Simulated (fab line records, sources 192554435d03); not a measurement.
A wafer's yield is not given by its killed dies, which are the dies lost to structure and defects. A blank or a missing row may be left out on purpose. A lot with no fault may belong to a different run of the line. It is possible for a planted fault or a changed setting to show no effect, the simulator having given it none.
Split-lot trial -- flow n5Finfet -- 21 wafers read from 7 lots, route of 1938 steps

ABOUT THE SPLIT
At N5_HKMG_FIN_EXPOSE_09 (exposes mask NWFM), the setting doseMj was moved away from the recipe's 39.25 on 5 of the 21 wafers read, by -4.8% to +2.2%. For the rest of the wafers, this setting stayed at what the recipe calls for.

FROM THE SPLIT TO THE READING: what the file shows between them, 2 steps
- N5_HKMG_FIN_PEB_10: peb time 60 s
- N5_HKMG_FIN_DEVELOP_11: develop time 30 s

THE READING
Shown in nm: cdNm at N5_HKMG_FIN_CD_MEAS_12, with target cd 92.8 nm. Fault-free wafers of this fab line usually give 92.9 nm, standard deviation 0.62 nm.

wafer,"tool, chamber at the split",doseMj as run,against the recipe,"cdNm, nm",against lot-mates on the recipe
L083.3,"arfiScanner-02, 0",39.25,recipe,93.4,-
L083.4,"arfiScanner-02, 0",39.25,recipe,93.8,-
L083.5,"arfiScanner-02, 0",39.25,recipe,93.0,-
L086.1,"arfiScanner-02, 0",40.1,+2.2%,93.8,+1.2
L086.2,"arfiScanner-02, 0",39.25,recipe,92.6,-
L086.5,"arfiScanner-02, 0",40.1,+2.2%,94.2,+1.6
L087.1,"arfiScanner-02, 0",39.25,recipe,91.8,-
L087.2,"arfiScanner-02, 0",39.25,recipe,92.4,-
L087.6,"arfiScanner-02, 0",39.25,recipe,91.5,-
L089.3,"arfiScanner-03, 0",39.25,recipe,92.7,-
L089.5,"arfiScanner-03, 0",39.25,recipe,92.1,-
L089.6,"arfiScanner-03, 0",39.25,recipe,92.0,-
L090.2,"arfiScanner-03, 0",39.25,recipe,92.7,-
L090.3,"arfiScanner-03, 0",37.83,-3.6%,90.0,-2.7
L090.6,"arfiScanner-03, 0",39.25,recipe,92.6,-
L092.1,"arfiScanner-03, 0",39.25,recipe,93.9,-
L092.2,"arfiScanner-03, 0",37.36,-4.8%,90.6,-3.2
L092.5,"arfiScanner-03, 0",39.25,recipe,93.6,-
L096.1,"arfiScanner-02, 0",39.25,recipe,92.4,-
L096.3,"arfiScanner-02, 0",37.64,-4.1%,90.1,-2.8
L096.5,"arfiScanner-02, 0",39.25,recipe,93.3,-

FIT RESULTS
A straight line over all 21 wafers: cdNm changes by +0.583 nm for each +1% of doseMj; r = +0.84; the points scatter about the line by 0.68 nm.
The same after taking each lot's own level away (the mean of its wafers on the recipe; 21 wafers): +0.672 nm for each +1%; r = +0.97; scatter 0.29 nm.
That fit puts the effect of the largest move of doseMj on the reading at 3.2 nm.
The lots' own levels span 91.90 to 93.75 nm, that is 3.0 times the standard deviation above.
Thus the slope moves with the lot-to-lot level: the two fits are different.
Check: -3.31 nm against its lot-mates is what the line predicts for one of the wafers moved furthest among these (-4.8%) when that wafer is left out of the fit. It came out at -3.15 nm against them.

ADDITIONAL SPLITS CARRIED BY THESE WAFERS
Before the reading, these wafers also passed through other splits. Each is held against what the fit with the lots' levels taken away leaves over:
other split on the same wafers,wafers away from the commonest value,r with cdNm (lot level and that fit taken away)
N5_ZERO_LAYER_PECVD_02 timeS,6,-0.02
N5_PMOS_HMC_CHANNEL_EPI_EXPOSE_06 doseMj,9,-0.08
N5_PMOS_HMC_CHANNEL_EPI_PEB_07 pebTimeS,2,-0.34
N5_DUMMY_GATE_COAT_28 spinRpm,8,+0.11
N5_DUMMY_GATE_EXPOSE_12 doseMj,7,-0.06
N5_SDB_EXPOSE_08 doseMj,6,-0.36

THE FILE'S OWN FIT
cdNm changes by +0.68 nm for each +1% of doseMj, r = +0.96.
